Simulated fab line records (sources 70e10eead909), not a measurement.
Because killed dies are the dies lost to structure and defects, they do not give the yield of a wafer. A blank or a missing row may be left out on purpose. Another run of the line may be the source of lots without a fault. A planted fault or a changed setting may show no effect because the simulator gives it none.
Which tool did it? ; flow nand_harc ; Sampling: 12 lots, 36 wafers, 5 of 1302 route steps

WHAT THE GAUGES SHOWED, per wafer
NHARC_END_SORT_01. Usual: killed_at_array 56, standard deviation 20; killed_at_other 0.9, standard deviation 1.1; killed_at_periphery 3.7, standard deviation 3; killed_dies 61, standard deviation 21; killed_open 2.9, standard deviation 1.6; killed_short 2.6, standard deviation 1.4.
lot;measured;on;killed_at_array;killed_at_other;killed_at_periphery;killed_dies;killed_open;killed_short;flag
L943;day 27 16:52;prober-01;676 674 674;0 0 1;1 3 2;677 677 677;5 2 3;6 1 5;OFF
L944;day 28 15:27;prober-01;669 665 670;1 4 3;7 8 4;677 677 677;6 4 2;4 3 3;OFF
L945;day 28 20:52;prober-02;670 674 673;2 1 1;5 2 3;677 677 677;0 1 5;2 1 4;OFF

TOOL THAT RAN EACH LOT (tool first, then ch and the chambers of the sampled wafers, then the start)
lot;NHARC_A_STAIRCASE_STRIP_205;NHARC_A_STAIRCASE_ETCH_221;NHARC_A_STAIRCASE_TRIM_224;NHARC_A_STAIRCASE_ETCH_225
L935;plasma_asher-02 ch 0,1, day 15 20:43;rie_diel-01 ch 1,2,3, day 15 23:34 or earlier;rie_diel-01 ch 0,1, day 15 23:34 or earlier;rie_diel-01 ch 0,1,2, day 15 23:34
L937;plasma_asher-02 ch 0,1, day 16 19:41;rie_diel-01 ch 0,2,3, day 16 21:44 or earlier;rie_diel-01 ch 0,1,3, day 16 21:44 or earlier;rie_diel-01 ch 0,1,3, day 16 21:44
L943;plasma_asher-02 ch 0,1, day 19 14:02;rie_diel-01 ch 1,2,3, day 19 16:08 or earlier;rie_diel-01 ch 1,2,3, day 19 16:08 or earlier;rie_diel-01 ch 0,1,2, day 19 16:08
L944;plasma_asher-02 ch 0,1, day 20 03:22;rie_diel-01 ch 0,1, day 20 05:30 or earlier;rie_diel-01 ch 2,3, day 20 05:30 or earlier;rie_diel-01 ch 1,2,3, day 20 05:30
L945;plasma_asher-01 ch 0,1, day 20 04:20;rie_diel-01 ch 0,1,2, day 20 06:43 or earlier;rie_diel-01 ch 0,1,3, day 20 06:43 or earlier;rie_diel-01 ch 0,1,3, day 20 06:43
L949;plasma_asher-02 ch 0,1, day 21 19:27;rie_diel-01 ch 1,2,3, day 21 21:40 or earlier;rie_diel-01 ch 0,1,3, day 21 21:40 or earlier;rie_diel-01 ch 1,2,3, day 21 21:40
L951;plasma_asher-01 ch 0,1, day 22 14:33;rie_diel-01 ch 0,1, day 22 16:53 or earlier;rie_diel-01 ch 1,2,3, day 22 16:53 or earlier;rie_diel-01 ch 0,3, day 22 16:53
L950;plasma_asher-02 ch 0,1, day 22 16:25;rie_diel-01 ch 0,2,3, day 22 18:31 or earlier;rie_diel-01 ch 1,2, day 22 18:31 or earlier;rie_diel-01 ch 1,2,3, day 22 18:31
L952;plasma_asher-01 ch 0,1, day 23 16:30;rie_diel-13 ch 1,2, day 23 18:53 or earlier;rie_diel-13 ch 1,2, day 23 18:53 or earlier;rie_diel-13 ch 1,2, day 23 18:53
L953;plasma_asher-02 ch 0,1, day 23 18:26;rie_diel-01 ch 0,2, day 23 20:29 or earlier;rie_diel-01 ch 0,1,3, day 23 20:29 or earlier;rie_diel-01 ch 0,1,3, day 23 20:29
L954;plasma_asher-01 ch 0,1, day 24 10:27;rie_diel-13 ch 0,2, day 24 15:36 or earlier;rie_diel-13 ch 0,1, day 24 15:36 or earlier;rie_diel-13 ch 0,1, day 24 15:36
L957;plasma_asher-01 ch 0,1, day 25 07:46;rie_diel-01 ch 0,3, day 25 09:46 or earlier;rie_diel-01 ch 0,1,3, day 25 09:46 or earlier;rie_diel-01 ch 0,1,3, day 25 09:46
- NHARC_A_STAIRCASE_STRIP_205: strips in O2.
- NHARC_A_STAIRCASE_ETCH_221: etches the open film in C4F8/O2, target depth 100 nm, time 40.5 s.
- NHARC_A_STAIRCASE_TRIM_224: chemistry O2, time 211.2 s.
- NHARC_A_STAIRCASE_ETCH_225: etches the open film in C4F8/O2, target depth 100 nm, time 40.5 s.

WHAT THE TOOLS THEMSELVES READ (means of the sampled wafers that have a number; where no wafer has one, the mark that the record gives instead)
NHARC_A_STAIRCASE_STRIP_205. Usual: drypump_motor_current_A 5.7 A, standard deviation 0.53; heater_power_w 341 W, standard deviation 29.
lot;tool;drypump_motor_current_A (A);heater_power_w (W);flag
L935;plasma_asher-02;5.3;336;
L937;plasma_asher-02;5.4;321;
L943;plasma_asher-02;5.3;345;
L944;plasma_asher-02;5.3;344;
L945;plasma_asher-01;6.0;348;
L949;plasma_asher-02;5.4;323;
L951;plasma_asher-01;6.3;359;
L950;plasma_asher-02;5.3;346;
L952;plasma_asher-01;6.1;346;
L953;plasma_asher-02;5.4;320;
L954;plasma_asher-01;6.1;345;
L957;plasma_asher-01;6.1;343;

NHARC_A_STAIRCASE_ETCH_221. Usual: bias_w 1000.0 W, standard deviation 2.8; chamber_pressure_mTorr 25.000 mTorr, standard deviation 0.022; oes_product_au 0.944 a.u., standard deviation 0.014; rf_vpp_V 898 V, standard deviation 4.8.
lot;tool;bias_w (W);chamber_pressure_mTorr (mTorr);oes_product_au (a.u.);rf_vpp_V (V);flag
L935;rie_diel-01;1001.1;24.960;0.939;898;
L937;rie_diel-01;997.7;24.983;0.952;898;
L943;rie_diel-01;998.2;24.989;0.952;896;
L944;rie_diel-01;1000.3;24.996;0.953;900;
L945;rie_diel-01;999.9;25.009;0.936;898;
L949;rie_diel-01;1000.6;24.990;0.952;897;
L951;rie_diel-01;998.7;24.992;0.950;900;
L950;rie_diel-01;999.4;24.996;0.947;897;
L952;rie_diel-13;1001.6;25.015;0.917;901;
L953;rie_diel-01;997.2;24.997;0.962;900;
L954;rie_diel-13;1001.3;24.990;0.941;898;
L957;rie_diel-01;1003.9;25.008;0.943;900;

NHARC_A_STAIRCASE_TRIM_224. Usual: drypump_motor_current_A 5.8 A, standard deviation 0.5; oes_product_au 1.003 a.u., standard deviation 0.011; rf_vpp_V 58.0 V, standard deviation 0.93; showerhead_plenum_p_Torr 3.59 Torr, standard deviation 0.13; throttle_valve_pct 17.036 %, standard deviation 0.0086.
lot;tool;drypump_motor_current_A (A);oes_product_au (a.u.);rf_vpp_V (V);showerhead_plenum_p_Torr (Torr);throttle_valve_pct (%);flag
L935;rie_diel-01;5.5;1.002;58.4;3.66;17.037;
L937;rie_diel-01;5.4;0.998;57.5;3.65;17.034;
L943;rie_diel-01;5.9;0.999;57.4;3.54;17.034;
L944;rie_diel-01;6.2;0.997;57.6;3.49;17.037;
L945;rie_diel-01;5.4;1.007;57.9;3.64;17.041;
L949;rie_diel-01;5.4;1.015;58.9;3.63;17.043;
L951;rie_diel-01;5.8;1.005;58.3;3.53;17.035;
L950;rie_diel-01;6.2;0.998;58.3;3.49;17.041;
L952;rie_diel-13;6.1;0.990;58.0;3.64;17.034;
L953;rie_diel-01;5.4;1.004;57.0;3.62;17.028;
L954;rie_diel-13;6.1;0.997;58.5;3.72;17.033;
L957;rie_diel-01;5.4;0.992;58.7;3.62;17.042;

NHARC_A_STAIRCASE_ETCH_225. Usual: bias_w 999.9 W, standard deviation 3; chamber_pressure_mTorr 25.003 mTorr, standard deviation 0.023; oes_product_au 0.945 a.u., standard deviation 0.011; rf_vpp_V 898 V, standard deviation 4.9.
lot;tool;bias_w (W);chamber_pressure_mTorr (mTorr);oes_product_au (a.u.);rf_vpp_V (V);flag
L935;rie_diel-01;998.6;24.996;0.947;899;
L937;rie_diel-01;998.6;25.007;0.948;900;
L943;rie_diel-01;-;-;-;-;OFF
L944;rie_diel-01;-;-;-;-;OFF
L945;rie_diel-01;-;-;-;-;OFF
L949;rie_diel-01;1000.2;25.001;0.946;896;
L951;rie_diel-01;997.7;25.018;0.960;901;
L950;rie_diel-01;1001.1;24.999;0.947;897;
L952;rie_diel-13;1002.1;25.019;0.936;900;
L953;rie_diel-01;1000.3;25.009;0.954;899;
L954;rie_diel-13;1000.6;25.014;0.938;904;
L957;rie_diel-01;1000.2;25.020;0.943;900;

THE ANSWER, worked out from the rows above alone
Rule: lot off if the mean of its wafers having a number is beyond 3 standard deviations from the usual mean. Also off: a lot with no number at a reading for which 4 or more lots have one. All remaining lots with rows at the step are treated as sound. First the gauges in route order, then the tools' own readings, where a lot's mean is used as printed above. At the first step where some lot is off, the reading lying furthest off is the one used; lots without a number count as furthest.
Off, at NHARC_END_SORT_01 on killed_at_array: L943, L944, L945. Neither off nor sound, because the step has no rows for them: L935, L937, L949, L951, L950, L952, L953, L954, L957.
If a tool, at a process step before that reading, ran all the lots that are off and no sound lot after the first of them, it fits. Not tried: the gauges at NHARC_END_SORT_01; whatever is off there is also off at NHARC_A_STAIRCASE_ETCH_225, on other tools, and gauge error can't account for it. Because NHARC_A_STAIRCASE_ETCH_221 lacks a start for some lots, the hours and order of its lots are taken from NHARC_A_STAIRCASE_ETCH_225. Because NHARC_A_STAIRCASE_TRIM_224 lacks a start for some lots, the hours and order of its lots are taken from NHARC_A_STAIRCASE_ETCH_225. One fits: rie_diel-01 at NHARC_A_STAIRCASE_ETCH_221 and NHARC_A_STAIRCASE_TRIM_224 and NHARC_A_STAIRCASE_ETCH_225. It ran no sound lot before its first lot that is off in this sample, so the start can't be narrowed down.

WHAT WAS PUT IN BY THE SIMULATOR
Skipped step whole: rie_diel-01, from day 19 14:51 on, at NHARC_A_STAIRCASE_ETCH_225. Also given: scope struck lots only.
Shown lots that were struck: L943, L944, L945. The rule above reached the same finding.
